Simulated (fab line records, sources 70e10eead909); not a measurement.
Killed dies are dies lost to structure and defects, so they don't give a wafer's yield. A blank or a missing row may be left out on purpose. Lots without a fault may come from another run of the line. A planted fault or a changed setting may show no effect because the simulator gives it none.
Chamber matching | flow nand_harc | NHARC_A_M0_DEP_32 on pecvd-04: 3 sister chambers
The step deposits SiCN, target thk 30 nm. 14 wafers are shown with their chamber, then 6 later ones without.

WAFERS WITH THEIR CHAMBER
wafer  | chamber | heater_power_w (W)
L452.1 | 1       | 817
L452.5 | 1       | 827
L452.6 | 2       | 533
L451.1 | 2       | 543
L451.4 | 1       | 767
L451.5 | 0       | 586
L456.3 | 1       | 824
L456.4 | 1       | 797
L456.5 | 0       | 595
L453.3 | 0       | 673
L453.5 | 1       | 831
L453.6 | 0       | 664
L465.2 | 2       | 527
L465.6 | 0       | 636

SIGNATURES (means of the wafers above)
reading        | chamber 0 | chamber 1 | chamber 2 | scatter within a chamber
heater_power_w | 630.80    | 810.50    | 534.33    | 29.1
Rule: a wafer's distance from a chamber is the root of the sum, over the readings, of the square of ((its reading less the chamber's mean) divided by the reading's scatter). The wafer belongs to the nearest chamber; if the next one is less than 2 further off, it can't be placed. The scatter: the root of (the sum of the squares of (reading less its chamber's mean) over the shown wafers, divided by (wafers less chambers)).

WAFERS WITHOUT THEIR CHAMBER
wafer  | heater_power_w (W)
L466.2 | 679
L466.4 | 736
L467.5 | 688
L470.1 | 741
L470.2 | 478
L470.3 | 582

WHICH CHAMBER EACH WENT THROUGH
wafer  | from the rows above     | in truth
L466.2 | 0                       | 0
L466.4 | can't be placed: 1 or 0 | 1
L467.5 | 0                       | 0
L470.1 | can't be placed: 1 or 0 | 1
L470.2 | 2                       | 2
L470.3 | can't be placed: 2 or 0 | 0
Placed correctly: 3 of 6. Can't be placed from these rows: 3 (the true chamber is among the candidates in 3). Placed wrongly: 0.
